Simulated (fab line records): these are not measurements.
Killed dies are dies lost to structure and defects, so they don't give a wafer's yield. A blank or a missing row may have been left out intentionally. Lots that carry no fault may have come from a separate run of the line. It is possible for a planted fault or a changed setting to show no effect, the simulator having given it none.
Which of the tools did it? | flow nand harc | 14 lots with 42 wafers sampled at 4 steps, on a route of 1302 steps

WHAT EACH GAUGE READ, for each wafer
No reading from a measuring or inspecting step in the record can be judged against a usual standard deviation.

WHICH TOOL RAN EACH LOT (tool, then ch and the chambers of the sampled wafers, then the start)
lot  | NHARC_A_M0_DESCUM_14               | NHARC_A_M0_STRIP_18                | NHARC_A_M1_EXPOSE_06               | NHARC_A_M1_DESCUM_14
L612 | rie diel-06 ch 0,3, day 23 03:35   | rie diel-11 ch 0,3, day 23 03:57   | arfi scanner-01 ch 0, day 23 07:18 | rie diel-07 ch 1,2,3, day 23 07:37
L611 | rie diel-12 ch 1,2,3, day 23 06:24 | rie diel-11 ch 0,2,3, day 23 06:48 | arfi scanner-03 ch 0, day 23 10:04 | rie diel-02 ch 0,1,3, day 23 10:25
L617 | rie diel-11 ch 0,3, day 24 13:40   | rie diel-06 ch 0,1, day 24 14:02   | arfi scanner-02 ch 0, day 24 17:37 | rie diel-04 ch 0,2,3, day 24 17:57
L616 | rie diel-06 ch 0,1,3, day 24 19:17 | rie diel-11 ch 0,2, day 24 19:42   | arfi scanner-02 ch 0, day 24 22:58 | rie diel-07 ch 1,3, day 24 23:18
L618 | rie diel-11 ch 0,1,2, day 26 04:32 | rie diel-06 ch 1,2,3, day 26 04:54 | arfi scanner-01 ch 0, day 26 08:16 | rie diel-02 ch 0,2,3, day 26 08:36
L620 | rie diel-12 ch 1,2, day 26 16:53   | rie diel-12 ch 0,1, day 26 17:16   | arfi scanner-02 ch 0, day 26 20:37 | rie diel-07 ch 2,3, day 26 20:56
L621 | rie diel-12 ch 1,2, day 26 17:53   | rie diel-06 ch 0,1,3, day 26 18:20 | arfi scanner-01 ch 0, day 26 21:37 | rie diel-07 ch 0,1, day 26 21:56
L622 | rie diel-06 ch 2,3, day 27 23:16   | rie diel-11 ch 0,1,3, day 27 23:41 | arfi scanner-02 ch 0, day 28 03:00 | rie diel-04 ch 2,3, day 28 03:20
L623 | rie diel-12 ch 0,1,2, day 27 23:52 | rie diel-11 ch 0,2,3, day 28 00:15 | arfi scanner-02, day 28 03:34      | rie diel-04 ch 0,2,3, day 28 03:54
L624 | rie diel-12 ch 2,3, day 28 16:39   | rie diel-11 ch 1,2,3, day 28 17:04 | arfi scanner-02, day 28 20:15      | rie diel-02 ch 2,3, day 28 20:34
L627 | rie diel-11 ch 0,2,3, day 28 20:33 | rie diel-11 ch 0,1, day 28 20:56   | arfi scanner-03 ch 0, day 29 00:17 | rie diel-02 ch 1,2, day 29 00:37
L631 | rie diel-06 ch 1,3, day 30 21:20   | rie diel-11 ch 0,1,3, day 30 21:43 | arfi scanner-03 ch 0, day 31 01:07 | rie diel-04 ch 0,2, day 31 01:27
L630 | rie diel-12 ch 0,1,3, day 31 02:37 | rie diel-12 ch 0,2,3, day 31 03:01 | arfi scanner-02 ch 0, day 31 06:19 | rie diel-04 ch 1,3, day 31 06:40
L633 | rie diel-12 ch 0,1,3, day 33 07:24 | rie diel-12 ch 0,1,3, day 33 07:46 | arfi scanner-03 ch 0, day 33 11:00 | rie diel-04 ch 0,2,3, day 33 11:19
- NHARC_A_M0_DESCUM_14: chemistry O2, time 3 s.
- NHARC_A_M0_STRIP_18: strips in N2/H2.
- NHARC_A_M1_EXPOSE_06: exposes mask A M1, target cd 120 nm.
- NHARC_A_M1_DESCUM_14: chemistry O2, time 3 s.

WHAT THE TOOLS THEMSELVES READ (means of the sampled wafers that have a number; where no wafer has one, the mark that the record gives instead)
NHARC_A_M0_DESCUM_14.
lot  | tool        | drypump motor current A (A) | oes product au (a.u.) | rf vpp V (V) | showerhead plenum p Torr (Torr) | throttle valve pct (%)
L612 | rie diel-06 | 6.0                         | 1.010                 | 57.6         | 1.91                            | 11.317
L611 | rie diel-12 | 5.7                         | 0.994                 | 58.2         | 1.94                            | 11.312
L617 | rie diel-11 | 5.6                         | 0.999                 | 57.4         | 1.81                            | 11.310
L616 | rie diel-06 | 5.6                         | 1.004                 | 57.9         | 1.93                            | 11.316
L618 | rie diel-11 | 6.0                         | 0.998                 | 57.2         | 1.85                            | 11.318
L620 | rie diel-12 | 5.7                         | 1.001                 | 58.5         | 1.99                            | 11.311
L621 | rie diel-12 | 5.7                         | 1.006                 | 58.5         | 1.99                            | 11.314
L622 | rie diel-06 | 5.8                         | 0.999                 | 57.1         | 1.85                            | 11.310
L623 | rie diel-12 | 5.6                         | 1.004                 | 57.7         | 1.93                            | 11.309
L624 | rie diel-12 | 6.0                         | 1.000                 | 57.2         | 1.86                            | 11.317
L627 | rie diel-11 | 5.7                         | 1.003                 | 57.8         | 1.82                            | 11.311
L631 | rie diel-06 | 5.3                         | 1.003                 | 56.9         | 1.94                            | 11.312
L630 | rie diel-12 | 5.6                         | 0.997                 | 57.3         | 1.88                            | 11.307
L633 | rie diel-12 | 5.6                         | 0.996                 | 57.4         | 1.88                            | 11.297

NHARC_A_M0_STRIP_18.
lot  | tool        | drypump motor current A (A) | oes product au (a.u.) | rf vpp V (V) | showerhead plenum p Torr (Torr) | throttle valve pct (%)
L612 | rie diel-11 | 5.6                         | 0.994                 | 89.4         | 1.92                            | 14.171
L611 | rie diel-11 | 5.7                         | 0.996                 | 89.8         | 1.94                            | 14.170
L617 | rie diel-06 | 5.4                         | 1.008                 | 90.7         | 2.05                            | 14.166
L616 | rie diel-11 | 6.1                         | 0.994                 | 90.7         | 1.93                            | 14.180
L618 | rie diel-06 | 5.5                         | 1.010                 | 90.1         | 2.02                            | 14.176
L620 | rie diel-12 | 5.5                         | 0.994                 | 90.2         | 1.99                            | 14.172
L621 | rie diel-06 | 5.6                         | 1.001                 | 91.4         | 2.06                            | 14.167
L622 | rie diel-11 | 5.5                         | 0.998                 | 90.2         | 1.96                            | 14.178
L623 | rie diel-11 | 5.7                         | 1.002                 | 90.5         | 1.94                            | 14.178
L624 | rie diel-11 | 5.6                         | 0.985                 | 90.0         | 1.97                            | 14.167
L627 | rie diel-11 | 5.8                         | 0.992                 | 89.5         | 1.96                            | 14.165
L631 | rie diel-11 | 5.5                         | 0.991                 | 90.4         | 1.96                            | 14.181
L630 | rie diel-12 | 5.9                         | 1.010                 | 90.4         | 1.97                            | 14.178
L633 | rie diel-12 | 5.7                         | 0.994                 | 90.5         | 2.00                            | 14.169

NHARC_A_M1_EXPOSE_06.
lot  | tool            | exposure dose mJ cm2 | focus offset nm (nm)
L612 | arfi scanner-01 | 76.5                 | -0.2
L611 | arfi scanner-03 | 76.1                 | -0.4
L617 | arfi scanner-02 | 75.0                 | 0.4
L616 | arfi scanner-02 | 75.1                 | 0.2
L618 | arfi scanner-01 | 76.6                 | 0.1
L620 | arfi scanner-02 | 75.0                 | 0.3
L621 | arfi scanner-01 | 76.5                 | 0.0
L622 | arfi scanner-02 | 75.0                 | 0.2
L623 | arfi scanner-02 | -                    | -
L624 | arfi scanner-02 | -                    | -
L627 | arfi scanner-03 | 76.0                 | -0.2
L631 | arfi scanner-03 | 76.2                 | 0.3
L630 | arfi scanner-02 | 75.0                 | 0.6
L633 | arfi scanner-03 | 76.0                 | -0.2

NHARC_A_M1_DESCUM_14.
lot  | tool        | drypump motor current A (A) | oes product au (a.u.) | rf vpp V (V) | showerhead plenum p Torr (Torr) | throttle valve pct (%)
L612 | rie diel-07 | 5.6                         | 0.992                 | 57.3         | 1.89                            | 11.312
L611 | rie diel-02 | 5.9                         | 1.003                 | 57.0         | 1.88                            | 11.308
L617 | rie diel-04 | 5.1                         | 1.002                 | 57.0         | 1.88                            | 11.315
L616 | rie diel-07 | 5.9                         | 1.009                 | 57.0         | 1.80                            | 11.314
L618 | rie diel-02 | 5.6                         | 1.005                 | 57.1         | 1.89                            | 11.310
L620 | rie diel-07 | 5.7                         | 0.998                 | 58.3         | 1.97                            | 11.310
L621 | rie diel-07 | 5.7                         | 0.999                 | 57.6         | 1.86                            | 11.303
L622 | rie diel-04 | 4.7                         | 1.004                 | 58.2         | 1.93                            | 11.308
L623 | rie diel-04 | 5.1                         | 0.997                 | 57.9         | 1.88                            | 11.314
L624 | rie diel-02 | 5.3                         | 0.994                 | 58.9         | 1.84                            | 11.319
L627 | rie diel-02 | 5.6                         | 1.002                 | 56.9         | 1.87                            | 11.324
L631 | rie diel-04 | 5.1                         | 1.004                 | 56.7         | 1.83                            | 11.303
L630 | rie diel-04 | 4.8                         | 0.994                 | 58.3         | 2.02                            | 11.305
L633 | rie diel-04 | 5.1                         | 0.994                 | 57.0         | 1.88                            | 11.314

THE ANSWER, worked out from the rows above alone
Rule: the usual values come from the lots themselves. Put in order of their means at a reading, lots are off if they are a third of the lots or fewer, leave a main group of 4 or more, and stand apart from it by a gap of 3 or more times the standard deviation of the main group's means; of several such gaps the widest counts. The tables above print the reading to a certain number of digits; a main group whose means all agree to those digits is not used. A lot without any number at a reading at which 4 lots or more have one is off too. All remaining lots with rows at the step are treated as sound. The gauges are gone through in route order, then the tools' own readings, and for those a lot's mean is taken as printed above. The first step at which some lot is off is used, and at that step the reading that is off furthest; a lot without a number counts as furthest.
Off at NHARC_A_M1_EXPOSE_06 (exposure dose mJ cm2): L623, L624. Without a number there: L623, L624. The main group: mean 75.8, standard deviation 0.64.
If a tool, at that step or one of the process steps before it, ran each lot that is off and ran no sound lot following the first of them, it fits. No candidate that was tried fits.

WHAT THE SIMULATOR PUT IN
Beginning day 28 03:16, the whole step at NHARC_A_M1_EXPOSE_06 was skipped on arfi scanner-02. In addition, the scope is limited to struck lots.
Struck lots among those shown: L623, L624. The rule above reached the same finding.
